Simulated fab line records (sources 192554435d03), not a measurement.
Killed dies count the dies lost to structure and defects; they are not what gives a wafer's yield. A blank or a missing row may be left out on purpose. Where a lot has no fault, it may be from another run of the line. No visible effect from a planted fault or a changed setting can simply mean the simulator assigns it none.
Matching of chambers	flow n5 finfet	ald sin-02 running N5_FIN_SAQP_SPACER2_ALD_28: 4 sister chambers
The step deposits SiO2, target thk 8.1 nm, pulse time 1 s, purge time 2 s. 16 wafers are shown with their chamber, then 8 later ones without.

EACH WAFER AND ITS CHAMBER
wafer	chamber	heater power w (W)	precursor pulse height rel
L074.2	2	485	1.052
L074.3	1	464	0.996
L074.6	3	435	1.016
L075.1	2	492	1.018
L075.2	0	505	1.001
L075.3	3	427	1.012
L083.3	3	436	1.014
L083.5	3	432	0.970
L083.6	0	503	1.031
L084.2	0	500	0.973
L084.5	1	464	1.019
L084.6	0	501	0.976
L085.3	0	506	0.986
L085.4	3	434	1.043
L085.6	2	488	0.997
L088.1	1	471	0.999

SIGNATURES, as means of the wafers listed above
reading	chamber 0	chamber 1	chamber 2	chamber 3	scatter within a chamber
heater power w	503.00	466.33	488.33	432.80	3.34
precursor pulse height rel	0.99340	1.00467	1.02233	1.01100	0.0239
Rule: distance of a wafer from a chamber = root of the sum over the readings of ((wafer's reading minus chamber's mean) / reading's scatter) squared. If the next closest chamber is less than 2 further off than the closest, the wafer can't be placed; otherwise it belongs to the closest. The scatter: the root of (the sum of the squares of (reading less its chamber's mean) over the shown wafers, divided by (wafers less chambers)).

WAFERS MISSING THEIR CHAMBER
wafer	heater power w (W)	precursor pulse height rel
L088.2	436	0.993
L088.4	433	1.009
L091.1	488	0.985
L091.4	438	0.965
L091.5	437	0.958
L092.4	459	1.002
L092.5	439	0.971
L092.6	485	0.992

THE CHAMBER EACH PASSED THROUGH
wafer	from the rows above	in truth
L088.2	3	3
L088.4	3	3
L091.1	2	2
L091.4	3	3
L091.5	3	3
L092.4	1	1
L092.5	3	3
L092.6	2	2
Correctly placed: 8 of 8. Number that these rows cannot place: 0. 0 placed wrongly.
